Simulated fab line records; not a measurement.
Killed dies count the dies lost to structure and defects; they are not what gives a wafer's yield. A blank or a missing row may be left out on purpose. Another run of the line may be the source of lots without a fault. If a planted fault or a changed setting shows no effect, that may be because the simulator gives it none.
Which tool was responsible?	flow n5Finfet	24 lots with 72 wafers sampled at 2 steps, on a route of 1938 steps

WHAT THE GAUGES READ, wafer by wafer
N5_BEOL_M0_SAQP_THK_MEAS_05. Usual: thkNm at 60.3 nm, with a standard deviation of 0.68.
lot	measured	on	thkNm (nm)	flag
L074	day 5 10:41	filmMetro-02	59.5 59.5 60.2	
L075	day 5 22:14	filmMetro-02	59.7 61.1 60.5	
L076	day 6 02:02	filmMetro-01	59.0 60.1 60.4	
L077	day 6 07:28	filmMetro-02	59.9 60.1 60.7	
L078	day 6 12:51	filmMetro-02	58.5 60.3 59.8	
L079	day 6 14:54	filmMetro-01	59.2 59.1 61.3	
L080	day 7 02:49	filmMetro-02	59.3 61.3 60.2	
L081	day 7 06:11	filmMetro-01	59.7 59.7 59.8	
L082	day 7 13:32	filmMetro-02	59.7 60.4 60.6	
L084	day 7 22:26	filmMetro-02	59.2 59.2 60.3	
L083	day 8 00:11	filmMetro-01	59.4 60.6 61.2	
L085	day 8 06:38	filmMetro-01	58.5 60.7 59.7	
L086	day 8 11:28	filmMetro-01	60.0 60.7 61.1	
L087	day 8 15:16	filmMetro-02	60.0 60.5 60.2	
L088	day 8 21:09	filmMetro-02	59.4 59.3 59.9	
L089	day 9 06:52	filmMetro-01	59.3 60.5 60.8	
L090	day 9 10:04	filmMetro-02	60.3 60.5 60.4	
L091	day 9 15:41	filmMetro-01	60.3 60.0 61.2	
L092	day 10 03:01	filmMetro-02	60.8 60.7 59.5	
L093	day 10 07:20	filmMetro-01	59.9 60.3 60.6	
L094	day 10 10:44	filmMetro-02	60.4 60.4 60.5	
L095	day 10 18:53	filmMetro-01	60.5 61.1 60.5	
L096	day 10 22:24	filmMetro-02	59.1 60.0 61.3	
L097	day 11 03:50	filmMetro-02	60.8 61.3 61.2	

WHAT TOOL EACH LOT RAN ON (gives the tool, then ch and the chambers of the sampled wafers, and finally the start)
lot	N5_BEOL_M0_SAQP_HM_DEP_02
L074	pvdSputter-01, day 5 10:20
L075	pvdSputter-02, day 5 21:53
L076	pvdSputter-03, day 6 01:36
L077	pvdSputter-02, day 6 07:07
L078	pvdSputter-03, day 6 12:26
L079	pvdSputter-03, day 6 14:33
L080	pvdSputter-01, day 7 02:24
L081	pvdSputter-02, day 7 05:51
L082	pvdSputter-02, day 7 13:13
L084	pvdSputter-03, day 7 22:07
L083	pvdSputter-03, day 7 23:51
L085	pvdSputter-01, day 8 06:17
L086	pvdSputter-03, day 8 11:08
L087	pvdSputter-03, day 8 14:56
L088	pvdSputter-03, day 8 20:49
L089	pvdSputter-01, day 9 06:32
L090	pvdSputter-02, day 9 09:44
L091	pvdSputter-01, day 9 15:16
L092	pvdSputter-01, day 10 02:41
L093	pvdSputter-01, day 10 06:38
L094	pvdSputter-01, day 10 10:24
L095	pvdSputter-01, day 10 18:33
L096	pvdSputter-01, day 10 22:04
L097	pvdSputter-02, day 11 03:25
- N5_BEOL_M0_SAQP_HM_DEP_02: deposits TiN, target thk 12 nm.

AS READ BY THE TOOLS THEMSELVES (means over the sampled wafers that have a number; for cases with no such wafer, the mark the record gives instead)
N5_BEOL_M0_SAQP_HM_DEP_02. Usual: throttleValvePct at 30.3 %, with a standard deviation of 1.1.
lot	tool	throttleValvePct (%)	flag
L074	pvdSputter-01	29.9	
L075	pvdSputter-02	30.3	
L076	pvdSputter-03	30.7	
L077	pvdSputter-02	30.6	
L078	pvdSputter-03	31.5	
L079	pvdSputter-03	31.6	
L080	pvdSputter-01	29.8	
L081	pvdSputter-02	29.8	
L082	pvdSputter-02	29.2	
L084	pvdSputter-03	29.6	
L083	pvdSputter-03	30.3	
L085	pvdSputter-01	29.8	
L086	pvdSputter-03	30.5	
L087	pvdSputter-03	30.1	
L088	pvdSputter-03	30.7	
L089	pvdSputter-01	29.9	
L090	pvdSputter-02	29.7	
L091	pvdSputter-01	29.6	
L092	pvdSputter-01	30.0	
L093	pvdSputter-01	29.6	
L094	pvdSputter-01	29.8	
L095	pvdSputter-01	29.8	
L096	pvdSputter-01	29.7	
L097	pvdSputter-02	29.9	

THE ANSWER, worked out from the rows above alone
Rule: a lot is off if the mean of its wafers that have a number lies more than 3 standard deviations from the usual mean. Also off: a lot with no number at a reading for which 4 or more lots have one. The other lots that the step has rows for count as sound. The gauges are gone through in route order, then the tools' own readings, and for those a lot's mean is taken as printed above. The first step at which some lot is off is used, and at that step the reading that is off furthest; a lot without a number counts as furthest.
None of the lots is off at any reading shown; this tells nothing.

WHAT WAS PUT IN BY THE SIMULATOR
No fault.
